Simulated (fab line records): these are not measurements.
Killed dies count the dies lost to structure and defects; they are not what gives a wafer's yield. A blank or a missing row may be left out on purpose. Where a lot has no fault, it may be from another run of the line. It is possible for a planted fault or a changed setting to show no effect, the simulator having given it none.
Which tool was responsible? || flow nandHarc || Sampling: 14 lots, 42 wafers, 4 of 1302 route steps

== WHAT THE GAUGES SHOWED, per wafer ==
Not one reading of a measure or inspect step in the record can be checked against a usual standard deviation.

== WHICH TOOL RAN EACH LOT (tool, then ch and the chambers of the sampled wafers, then the start) ==
{"lot": "L219", "NHARC_THIN_TSV_STRIP_62": "plasmaAsher-01 ch 0, day 24 16:08", "NHARC_THIN_TSV_PRE_CLEAN_50": "pvdSputter-03, day 24 18:23 or earlier", "NHARC_THIN_TSV_PRE_CLEAN_54": "pvdSputter-03, day 24 18:23", "NHARC_THIN_TSV_ETCH_36": "rieMetal-02 ch 0,1, day 24 19:59"}
{"lot": "L223", "NHARC_THIN_TSV_STRIP_62": "plasmaAsher-01 ch 0,1, day 25 02:37", "NHARC_THIN_TSV_PRE_CLEAN_50": "pvdSputter-01, day 25 04:48 or earlier", "NHARC_THIN_TSV_PRE_CLEAN_54": "pvdSputter-03, day 25 04:48", "NHARC_THIN_TSV_ETCH_36": "rieMetal-02 ch 0,1, day 25 06:25"}
{"lot": "L221", "NHARC_THIN_TSV_STRIP_62": "plasmaAsher-02 ch 0,1, day 25 03:40", "NHARC_THIN_TSV_PRE_CLEAN_50": "pvdSputter-02, day 25 06:05 or earlier", "NHARC_THIN_TSV_PRE_CLEAN_54": "pvdSputter-02, day 25 06:05", "NHARC_THIN_TSV_ETCH_36": "rieMetal-03 ch 1, day 25 07:42"}
{"lot": "L220", "NHARC_THIN_TSV_STRIP_62": "plasmaAsher-01 ch 0,1, day 25 11:20", "NHARC_THIN_TSV_PRE_CLEAN_50": "pvdSputter-03, day 25 13:35 or earlier", "NHARC_THIN_TSV_PRE_CLEAN_54": "pvdSputter-03, day 25 13:35", "NHARC_THIN_TSV_ETCH_36": "rieMetal-01 ch 0,1, day 25 15:03"}
{"lot": "L224", "NHARC_THIN_TSV_STRIP_62": "plasmaAsher-01 ch 0,1, day 26 11:05", "NHARC_THIN_TSV_PRE_CLEAN_50": "pvdSputter-02, day 26 13:19 or earlier", "NHARC_THIN_TSV_PRE_CLEAN_54": "pvdSputter-01, day 26 13:19", "NHARC_THIN_TSV_ETCH_36": "rieMetal-02 ch 0,1, day 26 14:56"}
{"lot": "L227", "NHARC_THIN_TSV_STRIP_62": "plasmaAsher-01 ch 0,1, day 29 05:56", "NHARC_THIN_TSV_PRE_CLEAN_50": "pvdSputter-01, day 29 08:18 or earlier", "NHARC_THIN_TSV_PRE_CLEAN_54": "pvdSputter-03, day 29 08:18", "NHARC_THIN_TSV_ETCH_36": "rieMetal-02 ch 0,1, day 29 09:56"}
{"lot": "L233", "NHARC_THIN_TSV_STRIP_62": "plasmaAsher-01 ch 0,1, day 29 23:55", "NHARC_THIN_TSV_PRE_CLEAN_50": "pvdSputter-03, day 30 02:09 or earlier", "NHARC_THIN_TSV_PRE_CLEAN_54": "pvdSputter-02, day 30 02:09", "NHARC_THIN_TSV_ETCH_36": "rieMetal-02 ch 0,1, day 30 03:40"}
{"lot": "L235", "NHARC_THIN_TSV_STRIP_62": "plasmaAsher-01 ch 0,1, day 31 04:20", "NHARC_THIN_TSV_PRE_CLEAN_50": "pvdSputter-03, day 31 06:35 or earlier", "NHARC_THIN_TSV_PRE_CLEAN_54": "pvdSputter-01, day 31 06:35", "NHARC_THIN_TSV_ETCH_36": "rieMetal-03 ch 0, day 31 08:13"}
{"lot": "L236", "NHARC_THIN_TSV_STRIP_62": "plasmaAsher-02 ch 1, day 31 08:44", "NHARC_THIN_TSV_PRE_CLEAN_50": "pvdSputter-01, day 31 10:59 or earlier", "NHARC_THIN_TSV_PRE_CLEAN_54": "pvdSputter-01, day 31 10:59", "NHARC_THIN_TSV_ETCH_36": "rieMetal-01 ch 0,1, day 31 12:37"}
{"lot": "L237", "NHARC_THIN_TSV_STRIP_62": "plasmaAsher-02 ch 0,1, day 32 05:01", "NHARC_THIN_TSV_PRE_CLEAN_50": "pvdSputter-02, day 32 07:15 or earlier", "NHARC_THIN_TSV_PRE_CLEAN_54": "pvdSputter-01, day 32 07:15", "NHARC_THIN_TSV_ETCH_36": "rieMetal-03 ch 0,1, day 32 08:54"}
{"lot": "L238", "NHARC_THIN_TSV_STRIP_62": "plasmaAsher-02 ch 0,1, day 32 06:13", "NHARC_THIN_TSV_PRE_CLEAN_50": "pvdSputter-03, day 32 08:27 or earlier", "NHARC_THIN_TSV_PRE_CLEAN_54": "pvdSputter-02, day 32 08:27", "NHARC_THIN_TSV_ETCH_36": "rieMetal-02 ch 0, day 32 10:05"}
{"lot": "L239", "NHARC_THIN_TSV_STRIP_62": "plasmaAsher-01 ch 0,1, day 32 16:00", "NHARC_THIN_TSV_PRE_CLEAN_50": "pvdSputter-02, day 32 18:10 or earlier", "NHARC_THIN_TSV_PRE_CLEAN_54": "pvdSputter-02, day 32 18:10", "NHARC_THIN_TSV_ETCH_36": "rieMetal-01 ch 0,1, day 32 19:49"}
{"lot": "L240", "NHARC_THIN_TSV_STRIP_62": "plasmaAsher-01 ch 0,1, day 32 17:13", "NHARC_THIN_TSV_PRE_CLEAN_50": "pvdSputter-01, day 32 19:25 or earlier", "NHARC_THIN_TSV_PRE_CLEAN_54": "pvdSputter-03, day 32 19:25", "NHARC_THIN_TSV_ETCH_36": "rieMetal-03 ch 1, day 32 21:02"}
{"lot": "L241", "NHARC_THIN_TSV_STRIP_62": "plasmaAsher-01 ch 0,1, day 34 01:50", "NHARC_THIN_TSV_PRE_CLEAN_50": "pvdSputter-03, day 34 04:04 or earlier", "NHARC_THIN_TSV_PRE_CLEAN_54": "pvdSputter-01, day 34 04:04", "NHARC_THIN_TSV_ETCH_36": "rieMetal-02 ch 0,1, day 34 05:34"}
- NHARC_THIN_TSV_STRIP_62: strips in N2/H2, time 20 s.
- NHARC_THIN_TSV_PRE_CLEAN_50: time 30 s.
- NHARC_THIN_TSV_PRE_CLEAN_54: time 30 s.
- NHARC_THIN_TSV_ETCH_36: etches the open film in Cl2/BCl3, target depth 65 nm, time 18.571 s.

== AS READ BY THE TOOLS THEMSELVES (means over the sampled wafers that have a number; for cases with no such wafer, the mark the record gives instead) ==
NHARC_THIN_TSV_STRIP_62. Usual: drypumpMotorCurrentA 5.5 A, standard deviation 0.46; heaterPowerW 305 W, standard deviation 33.
{"lot": "L219", "tool": "plasmaAsher-01", "drypumpMotorCurrentA (A)": 5.8, "heaterPowerW (W)": 263, "flag": ""}
{"lot": "L223", "tool": "plasmaAsher-01", "drypumpMotorCurrentA (A)": 5.8, "heaterPowerW (W)": 301, "flag": ""}
{"lot": "L221", "tool": "plasmaAsher-02", "drypumpMotorCurrentA (A)": 4.8, "heaterPowerW (W)": 329, "flag": ""}
{"lot": "L220", "tool": "plasmaAsher-01", "drypumpMotorCurrentA (A)": 5.8, "heaterPowerW (W)": 287, "flag": ""}
{"lot": "L224", "tool": "plasmaAsher-01", "drypumpMotorCurrentA (A)": 5.8, "heaterPowerW (W)": 286, "flag": ""}
{"lot": "L227", "tool": "plasmaAsher-01", "drypumpMotorCurrentA (A)": 5.9, "heaterPowerW (W)": 300, "flag": ""}
{"lot": "L233", "tool": "plasmaAsher-01", "drypumpMotorCurrentA (A)": 5.8, "heaterPowerW (W)": 303, "flag": ""}
{"lot": "L235", "tool": "plasmaAsher-01", "drypumpMotorCurrentA (A)": 5.9, "heaterPowerW (W)": 315, "flag": ""}
{"lot": "L236", "tool": "plasmaAsher-02", "drypumpMotorCurrentA (A)": 4.7, "heaterPowerW (W)": 342, "flag": ""}
{"lot": "L237", "tool": "plasmaAsher-02", "drypumpMotorCurrentA (A)": 4.8, "heaterPowerW (W)": 327, "flag": ""}
{"lot": "L238", "tool": "plasmaAsher-02", "drypumpMotorCurrentA (A)": 4.8, "heaterPowerW (W)": 333, "flag": ""}
{"lot": "L239", "tool": "plasmaAsher-01", "drypumpMotorCurrentA (A)": 5.8, "heaterPowerW (W)": 294, "flag": ""}
{"lot": "L240", "tool": "plasmaAsher-01", "drypumpMotorCurrentA (A)": 5.8, "heaterPowerW (W)": 296, "flag": ""}
{"lot": "L241", "tool": "plasmaAsher-01", "drypumpMotorCurrentA (A)": 5.9, "heaterPowerW (W)": 322, "flag": ""}

NHARC_THIN_TSV_PRE_CLEAN_50. Usual: 408 W for heaterPowerW, sd 24.
{"lot": "L219", "tool": "pvdSputter-03", "heaterPowerW (W)": 412, "flag": ""}
{"lot": "L223", "tool": "pvdSputter-01", "heaterPowerW (W)": 418, "flag": ""}
{"lot": "L221", "tool": "pvdSputter-02", "heaterPowerW (W)": 398, "flag": ""}
{"lot": "L220", "tool": "pvdSputter-03", "heaterPowerW (W)": 410, "flag": ""}
{"lot": "L224", "tool": "pvdSputter-02", "heaterPowerW (W)": 396, "flag": ""}
{"lot": "L227", "tool": "pvdSputter-01", "heaterPowerW (W)": 416, "flag": ""}
{"lot": "L233", "tool": "pvdSputter-03", "heaterPowerW (W)": 394, "flag": ""}
{"lot": "L235", "tool": "pvdSputter-03", "heaterPowerW (W)": 400, "flag": ""}
{"lot": "L236", "tool": "pvdSputter-01", "heaterPowerW (W)": 421, "flag": ""}
{"lot": "L237", "tool": "pvdSputter-02", "heaterPowerW (W)": 402, "flag": ""}
{"lot": "L238", "tool": "pvdSputter-03", "heaterPowerW (W)": 412, "flag": ""}
{"lot": "L239", "tool": "pvdSputter-02", "heaterPowerW (W)": 391, "flag": ""}
{"lot": "L240", "tool": "pvdSputter-01", "heaterPowerW (W)": 429, "flag": ""}
{"lot": "L241", "tool": "pvdSputter-03", "heaterPowerW (W)": 419, "flag": ""}

NHARC_THIN_TSV_PRE_CLEAN_54. Usual: 407 W for heaterPowerW, sd 26.
{"lot": "L219", "tool": "pvdSputter-03", "heaterPowerW (W)": 393, "flag": ""}
{"lot": "L223", "tool": "pvdSputter-03", "heaterPowerW (W)": 384, "flag": ""}
{"lot": "L221", "tool": "pvdSputter-02", "heaterPowerW (W)": 402, "flag": ""}
{"lot": "L220", "tool": "pvdSputter-03", "heaterPowerW (W)": 382, "flag": ""}
{"lot": "L224", "tool": "pvdSputter-01", "heaterPowerW (W)": 409, "flag": ""}
{"lot": "L227", "tool": "pvdSputter-03", "heaterPowerW (W)": 414, "flag": ""}
{"lot": "L233", "tool": "pvdSputter-02", "heaterPowerW (W)": 379, "flag": ""}
{"lot": "L235", "tool": "pvdSputter-01", "heaterPowerW (W)": 406, "flag": ""}
{"lot": "L236", "tool": "pvdSputter-01", "heaterPowerW (W)": 422, "flag": ""}
{"lot": "L237", "tool": "pvdSputter-01", "heaterPowerW (W)": 407, "flag": ""}
{"lot": "L238", "tool": "pvdSputter-02", "heaterPowerW (W)": 407, "flag": ""}
{"lot": "L239", "tool": "pvdSputter-02", "heaterPowerW (W)": 427, "flag": ""}
{"lot": "L240", "tool": "pvdSputter-03", "heaterPowerW (W)": 422, "flag": ""}
{"lot": "L241", "tool": "pvdSputter-01", "heaterPowerW (W)": 401, "flag": ""}

NHARC_THIN_TSV_ETCH_36. Usual: drypumpMotorCurrentA 5.61 A, standard deviation 0.13; heBacksideLeakSccm 3.37 sccm, standard deviation 0.24; oesProductAu 1.002 a.u., standard deviation 0.011.
{"lot": "L219", "tool": "rieMetal-02", "drypumpMotorCurrentA (A)": 5.61, "heBacksideLeakSccm (sccm)": 3.30, "oesProductAu (a.u.)": 1.011, "flag": ""}
{"lot": "L223", "tool": "rieMetal-02", "drypumpMotorCurrentA (A)": 5.70, "heBacksideLeakSccm (sccm)": 3.31, "oesProductAu (a.u.)": 1.001, "flag": ""}
{"lot": "L221", "tool": "rieMetal-03", "drypumpMotorCurrentA (A)": 5.76, "heBacksideLeakSccm (sccm)": 3.22, "oesProductAu (a.u.)": 0.995, "flag": ""}
{"lot": "L220", "tool": "rieMetal-01", "drypumpMotorCurrentA (A)": 5.51, "heBacksideLeakSccm (sccm)": 3.48, "oesProductAu (a.u.)": 1.003, "flag": ""}
{"lot": "L224", "tool": "rieMetal-02", "drypumpMotorCurrentA (A)": 5.60, "heBacksideLeakSccm (sccm)": 3.32, "oesProductAu (a.u.)": 1.009, "flag": ""}
{"lot": "L227", "tool": "rieMetal-02", "drypumpMotorCurrentA (A)": 5.68, "heBacksideLeakSccm (sccm)": 3.25, "oesProductAu (a.u.)": 0.944, "flag": "OFF"}
{"lot": "L233", "tool": "rieMetal-02", "drypumpMotorCurrentA (A)": 5.61, "heBacksideLeakSccm (sccm)": 3.60, "oesProductAu (a.u.)": 0.956, "flag": "OFF"}
{"lot": "L235", "tool": "rieMetal-03", "drypumpMotorCurrentA (A)": 5.55, "heBacksideLeakSccm (sccm)": 3.15, "oesProductAu (a.u.)": 1.005, "flag": ""}
{"lot": "L236", "tool": "rieMetal-01", "drypumpMotorCurrentA (A)": 5.47, "heBacksideLeakSccm (sccm)": 3.43, "oesProductAu (a.u.)": 1.004, "flag": ""}
{"lot": "L237", "tool": "rieMetal-03", "drypumpMotorCurrentA (A)": 5.60, "heBacksideLeakSccm (sccm)": 3.18, "oesProductAu (a.u.)": 0.998, "flag": ""}
{"lot": "L238", "tool": "rieMetal-02", "drypumpMotorCurrentA (A)": 5.52, "heBacksideLeakSccm (sccm)": 3.62, "oesProductAu (a.u.)": 1.015, "flag": ""}
{"lot": "L239", "tool": "rieMetal-01", "drypumpMotorCurrentA (A)": 5.48, "heBacksideLeakSccm (sccm)": 3.46, "oesProductAu (a.u.)": 1.012, "flag": ""}
{"lot": "L240", "tool": "rieMetal-03", "drypumpMotorCurrentA (A)": 5.74, "heBacksideLeakSccm (sccm)": 3.32, "oesProductAu (a.u.)": 0.971, "flag": ""}
{"lot": "L241", "tool": "rieMetal-02", "drypumpMotorCurrentA (A)": 5.66, "heBacksideLeakSccm (sccm)": 3.22, "oesProductAu (a.u.)": 1.003, "flag": ""}

== THE ANSWER, worked out from the rows above alone ==
Rule: a lot counts as off when the mean over its wafers that have a number is more than 3 standard deviations away from the usual mean. Also off: a lot with no number at a reading for which 4 or more lots have one. Where the step has rows for the other lots, those lots are counted as sound. After the gauges, taken in route order, come the tools' own readings; for these a lot's mean is taken, as printed above. At the first step where some lot is off, the reading lying furthest off is the one used; lots without a number count as furthest.
Off: L227, L233 (NHARC_THIN_TSV_ETCH_36, oesProductAu).
A tool fits if, at that step or a process step before it, it ran every lot that is off, and no sound lot after the first of them. NHARC_THIN_TSV_PRE_CLEAN_50: start missing for some lots; hours and lot order therefore follow NHARC_THIN_TSV_PRE_CLEAN_54. Of those tried, none fits.

== WHAT HAD BEEN PUT IN BY THE SIMULATOR ==
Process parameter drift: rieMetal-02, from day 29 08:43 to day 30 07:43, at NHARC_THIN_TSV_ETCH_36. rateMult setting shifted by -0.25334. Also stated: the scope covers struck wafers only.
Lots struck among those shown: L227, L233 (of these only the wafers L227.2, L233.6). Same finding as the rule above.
